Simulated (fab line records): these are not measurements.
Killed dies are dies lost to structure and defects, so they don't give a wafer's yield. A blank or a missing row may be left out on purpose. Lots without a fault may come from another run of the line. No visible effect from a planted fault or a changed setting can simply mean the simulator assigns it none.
Matching of chambers + flow n5 finfet + rie si-05 running N5_BEOL_M0_SAQP_MANDREL1_REMOVE_100: 4 sister chambers
The step chemistry HBr/Cl2/O2, target a-Si, stops on SiNx, bt time 10 s. 8 wafers are shown with their chamber, then 6 later ones without.

## EACH WAFER AND ITS CHAMBER
| wafer  | chamber | drypump motor current A (A) | oes product au (a.u.) |
|--------|---------|-----------------------------|-----------------------|
| L818.4 | 3       | 6.2                         | 0.976                 |
| L818.5 | 0       | 6.2                         | 1.007                 |
| L820.1 | 0       | 6.3                         | 0.999                 |
| L820.2 | 2       | 6.5                         | 0.992                 |
| L820.3 | 1       | 5.1                         | 1.012                 |
| L821.2 | 2       | 6.5                         | 0.993                 |
| L821.3 | 1       | 5.1                         | 1.018                 |
| L821.4 | 3       | 6.2                         | 0.992                 |

## WAFERS WHOSE CHAMBER IS MISSING
| wafer  | drypump motor current A (A) | oes product au (a.u.) |
|--------|-----------------------------|-----------------------|
| L823.2 | 5.1                         | 1.014                 |
| L823.3 | 6.3                         | 1.004                 |
| L823.4 | 6.2                         | 0.983                 |
| L825.2 | 6.2                         | 0.996                 |
| L825.4 | 6.5                         | 1.004                 |
| L825.5 | 5.1                         | 1.013                 |

## THE CHAMBER EACH PASSED THROUGH
| wafer  | from the rows above     | in truth |
|--------|-------------------------|----------|
| L823.2 | 1                       | 1        |
| L823.3 | 0                       | 0        |
| L823.4 | 3                       | 3        |
| L825.2 | can't be placed: 0 or 3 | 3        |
| L825.4 | 2                       | 2        |
| L825.5 | 1                       | 1        |
Placed correctly: 5 of 6. Cannot be placed on the basis of these rows: 1; the candidates contain the true chamber in 1. Wrongly placed: 0.
How it was worked out, from the rows above alone: a wafer's distance from a chamber is the root of the sum, over the readings, of the square of ((its reading less the chamber's mean) divided by the reading's scatter). If the next closest chamber is less than 2 further off than the closest, the wafer can't be placed; otherwise it belongs to the closest. A chamber's mean is the mean of its shown wafers. How the scatter is found: for the shown wafers, subtract from each reading the mean of its chamber, square and add these, divide the total by (wafers less chambers), then take the root.
